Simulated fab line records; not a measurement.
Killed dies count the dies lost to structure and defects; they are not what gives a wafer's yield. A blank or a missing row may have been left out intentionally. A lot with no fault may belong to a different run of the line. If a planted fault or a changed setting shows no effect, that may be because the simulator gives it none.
Problem report in the 8D (eight disciplines) form, filled by code | flow n5_finfet | the parts of the form that need people (team, actions taken, sign-off) are left out

== 1. THE PROBLEM ==
A mean of 1.34 a.u. is read at N5_BEOL_M13_ETCH_68 for oes_product_au, taken on 1 wafer of 1 lot, against 0.82 a.u. (standard deviation 0.11) on wafers free of any fault. Relative to the usual mean, that is a shift of +4.7 standard deviations.
The step: etches SOC in N2/H2, time 355 s.
Seen first at day 17 00:16 on rie_diel-06, wafer L646.4. At this step, 23 wafers from 8 lots have a number in the record. Rule for "out", or "out of limits": more than 4 standard deviations from the usual mean. The other wafers with a number count as sound.

== 2. WHAT THIS IS AND IS NOT ==
question                    | is                | is not
which readings at this step | oes_product_au    | chamber_pressure_mTorr, drypump_motor_current_A, rf_fwd_power_W, rf_vpp_V, showerhead_plenum_p_Torr, throttle_valve_pct
which lots                  | L646              | L633, L634, L636, L649, L650, L652, L654
which wafers of those lots  | L646.4            | L646.5
read on which tools         | rie_diel-06       | rie_diel-02, rie_diel-04
when                        | from day 17 00:16 | up to then (7 sound wafers); but 15 sound wafers of L633, L649, L650, L652, L654 came after

== 3. SUSPECTS, AND WHAT RULES EACH OUT ==
Counting: if a tool at a process step up to the reading ran every lot that is out, it stays a suspect. Sound lots after the first of them don't rule it out here, since some wafers of a struck lot are sound.
- rie_diel-06 at N5_BEOL_M13_ETCH_68 (etches SOC in N2/H2, time 355 s): kept. It processed L646, the lot that is out, at day 17 00:16, and its most recent sound lot before then was L636 at day 15 03:58. On those wafers its own readings are out: oes_product_au.
- Within rie_diel-06 at N5_BEOL_M13_ETCH_68, the wafers that are out were processed in chamber 2 and their sound lot-mates in chamber 3.
The count leaves rie_diel-06 at N5_BEOL_M13_ETCH_68.

== 4. THE CAUSE (what the simulator had put in) ==
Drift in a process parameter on rie_diel-06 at N5_BEOL_M13_ETCH_68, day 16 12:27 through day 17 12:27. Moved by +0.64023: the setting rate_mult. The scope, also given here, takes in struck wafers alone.
This tool alone remained once counting was done.

== 5. SEQUENCE OF EFFECTS, ordered by route ==
Rows list readings where the struck wafers' mean (over those with a number) sits beyond 3 standard deviations from the usual. Only readings whose record carries a usual standard deviation are examined. hours: median over the lots of the time between each lot's start at the first step of this table that gives one and its start at this step. sigmas: the change, counted in usual standard deviations.
hours | step                    | reading           | usual        | on struck wafers | change | sigmas
0     | N5_BEOL_M13_ETCH_68     | oes_product_au    | 0.82 a.u.    | 1.34             | +0.52  | +4.7
17    | N5_BEOL_M15_RC_MEAS_101 | SERP_M13          | 0.310 ohm/um | 0.280            | -0.030 | -3.5
17    | N5_BEOL_M15_RC_MEAS_101 | SERP_M13_max_site | 0.313 ohm/um | 0.283            | -0.030 | -3.4
Here are the process steps it includes:
- N5_BEOL_M13_ETCH_68: etches SOC in N2/H2, time 355 s.

== 6. WHAT WOULD HAVE CAUGHT IT SOONER ==
The fault began at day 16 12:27; the first out-of-limits reading in this record came at day 17 00:16, 12 hours later.
